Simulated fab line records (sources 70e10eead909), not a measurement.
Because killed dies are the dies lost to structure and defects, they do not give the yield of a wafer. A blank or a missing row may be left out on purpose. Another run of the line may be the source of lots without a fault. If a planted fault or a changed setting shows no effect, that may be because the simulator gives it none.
A lot that was struck, set against a sound lot ; flow nand harc ; 14 out of 1302 route steps
Sound: these wafers, L494.1, L494.4, L494.5. Struck: wafer L486.4 (left out: L486.1, L486.6 of the same lot, which were not struck); the cause appears at the end.
For every step that has rows: the tool of each side, followed by ch and its chambers, followed by its first start. Under that, the readings that differ: sound wafers ; struck wafers ; difference of the means ; sigmas: that difference in standard deviations of wafers without a fault.
alike: readings with means less than 2 such deviations apart, plus words and numbers identical on both sides. not compared: withheld readings, readings lacking a value on some wafer, bounds such as >300 that could conceal the same value, and numbers that have no deviation in the record and whose values overlap.
A row with sigmas, a row that says differs or no value, or rows on one side alone: a step with any of these is where the two part. Numbers that have no deviation but don't overlap get no sigmas and don't part them. A reading missing from all wafers of one side parts the sides only when that side holds two or more wafers.

NHARC_A_STAIRCASE_DESCUM_291: chemistry O2, time 3 s.
  sound on rie diel-01 ch 1,2,3, day 23 10:31; struck on rie diel-13 ch 1, day 21 00:28
  alike: drypump motor current A, oes product au, rf vpp V, showerhead plenum p Torr, throttle valve pct
  not compared: rf hours counter h
NHARC_A_STAIRCASE_ETCH_292: etches the open film in CF4/CHF3.
  sound on rie diel-01 ch 0,1,3, day 23 10:36; struck on rie diel-13 ch 2, day 21 00:33
reading;sound;struck;difference;sigmas
oes product au (a.u.);0.957 1.021 0.980;0.903;-0.083;-3
  alike: drypump motor current A, rf vpp V, showerhead plenum p Torr, throttle valve pct
  not compared: rf hours counter h
NHARC_A_STAIRCASE_HM_OPEN_460: chemistry O2/COS.
  sound on rie diel-01 ch 0,1; struck on rie diel-13 ch 0
  alike: drypump motor current A, oes product au, rf vpp V, showerhead plenum p Torr, throttle valve pct
  not compared: rf hours counter h
then, 1 step without rows for these wafers: NHARC_A_STAIRCASE_STRIP_461 (strips in O2/COS).
NHARC_A_STAIRCASE_ETCH_452: etches the open film in CF4/O2, target depth 30 nm, overetch 3 nm, time 16.5 s.
  sound on rie diel-01 ch 0,1; struck on rie diel-13 ch 0
  alike: drypump motor current A, oes product au, rf vpp V, showerhead plenum p Torr, throttle valve pct
  not compared: rf hours counter h
NHARC_A_STAIRCASE_ETCH_294: etches the open film in C4F8/O2/Ar, target depth 4989 nm, time 1211.6 s.
  sound on rie diel-01 ch 0,1,3; struck on rie diel-13 ch 2
reading;sound;struck;difference;sigmas
oes product au (a.u.);0.971 0.922 0.964;0.910;-0.042;-3
  alike: rf vpp V
  not compared: rf hours counter h
then, 5 steps without rows for these wafers: NHARC_A_STAIRCASE_STRIP_295 (strips in O2); NHARC_A_STAIRCASE_STRIP_296 (strips in SPM, time 900 s); NHARC_A_STAIRCASE_PRECLEAN_297 (cleans in SC1); NHARC_A_STAIRCASE_SRD_298; NHARC_A_STAIRCASE_HM_DEP_462 (deposits aC, target thk 800 nm).
NHARC_A_STAIRCASE_DEP_301: deposits SiON, target thk 30 nm.
  sound on pecvd-02 ch 0,2, day 23 14:49; struck on pecvd-03 ch 0, day 21 05:07
reading;sound;struck;difference;sigmas
heater power w (W);744 767 679;921;+191;+3
rf fwd power W (W);349.2 348.2 349.8;208.3;-140.8;-99 or more
showerhead vpp V (V);1124 1128 1098;826;-291;-6
then, 1 step without rows for these wafers: NHARC_A_STAIRCASE_DEHYDRATE_302 (time 120 s).
NHARC_END_SORT_01:
  the record has rows for the sound wafers here (prober-01 ch 0, day 31 11:23) and none for the struck ones

## WHERE THEY PART
At NHARC_A_STAIRCASE_ETCH_292 first; at NHARC_END_SORT_01 last (within this record only).

WHY: the cause the simulator had injected
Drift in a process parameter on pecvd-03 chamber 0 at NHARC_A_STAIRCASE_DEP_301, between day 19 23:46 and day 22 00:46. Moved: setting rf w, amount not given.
